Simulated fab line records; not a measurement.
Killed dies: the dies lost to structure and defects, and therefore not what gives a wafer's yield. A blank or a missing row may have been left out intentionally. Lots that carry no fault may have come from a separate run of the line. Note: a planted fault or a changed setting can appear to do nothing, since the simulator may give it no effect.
Matching of chambers    flow n5_finfet    rie_diel-04 running N5_BEOL_M7_STRIP_19: 4 sister chambers
The step strips in O2. 22 wafers are shown with their chamber, then 11 later ones without.

== WAFERS WITH THEIR CHAMBER ==
wafer   chamber  showerhead_plenum_p_Torr (Torr)  oes_product_au (a.u.)  throttle_valve_pct (%)
L074.1  1        2.16                             0.67                   16.89
L074.2  3        2.24                             0.86                   16.73
L074.3  0        1.97                             0.70                   16.84
L074.4  2        2.07                             0.75                   16.57
L074.5  3        2.24                             0.86                   16.72
L074.6  0        1.97                             0.71                   16.81
L076.1  2        2.06                             0.73                   16.59
L076.2  3        2.23                             0.85                   16.74
L076.3  0        1.97                             0.69                   16.82
L076.4  1        2.16                             0.67                   16.88
L076.5  2        2.06                             0.72                   16.59
L076.6  1        2.16                             0.68                   16.90
L078.1  0        1.97                             0.69                   16.84
L078.3  2        2.06                             0.73                   16.58
L078.4  3        2.23                             0.85                   16.75
L079.1  2        2.06                             0.73                   16.60
L079.3  0        1.97                             0.68                   16.86
L079.4  0        1.97                             0.69                   16.84
L082.4  0        1.97                             0.68                   16.85
L082.5  3        2.23                             0.83                   16.77
L082.6  2        2.06                             0.72                   16.58
L083.4  2        2.06                             0.72                   16.64

SIGNATURES (averages over the wafers above)
reading                   chamber 0  chamber 1  chamber 2  chamber 3  scatter within a chamber
showerhead_plenum_p_Torr  1.9700     2.1600     2.0614     2.2340     0.00338
oes_product_au            0.6914     0.6733     0.7286     0.8500     0.0106
throttle_valve_pct        16.8371    16.8900    16.5929    16.7420    0.0191
Rule: for each reading, subtract the chamber's mean from the wafer's reading, divide by that reading's scatter and square the result; add these up over the readings and take the root, which gives the wafer's distance from the chamber. If the next closest chamber is less than 2 further off than the closest, the wafer can't be placed; otherwise it belongs to the closest. The scatter is the square root of a quotient: the sum, over the shown wafers, of each reading's squared deviation from its chamber's mean, divided by wafers minus chambers.

== WAFERS WHOSE CHAMBER IS MISSING ==
wafer   showerhead_plenum_p_Torr (Torr)  oes_product_au (a.u.)  throttle_valve_pct (%)
L083.5  1.97                             0.69                   16.86
L083.6  2.16                             0.98                   16.40
L086.1  2.23                             0.83                   16.78
L086.3  2.16                             0.97                   16.42
L086.5  2.16                             0.98                   16.43
L087.1  2.23                             0.84                   16.76
L087.3  2.16                             0.96                   16.43
L087.6  1.97                             0.67                   16.88
L096.1  2.22                             0.96                   16.40
L096.2  2.05                             0.69                   16.66
L096.5  2.22                             0.97                   16.40

== WHICH CHAMBER EACH ONE RAN IN ==
wafer    from the rows above   in truth
L083.5   0                     0
L083.6   3                     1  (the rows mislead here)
L086.1   3                     3
L086.3   3                     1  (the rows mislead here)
L086.5   3                     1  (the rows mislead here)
L087.1   3                     3
L087.3   3                     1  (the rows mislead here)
L087.6   0                     0
L096.1   3                     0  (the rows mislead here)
L096.2   2                     2
L096.5   3                     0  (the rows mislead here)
Placed correctly: 5 of 11. From these rows, 0 cannot be placed. 6 placed wrongly.
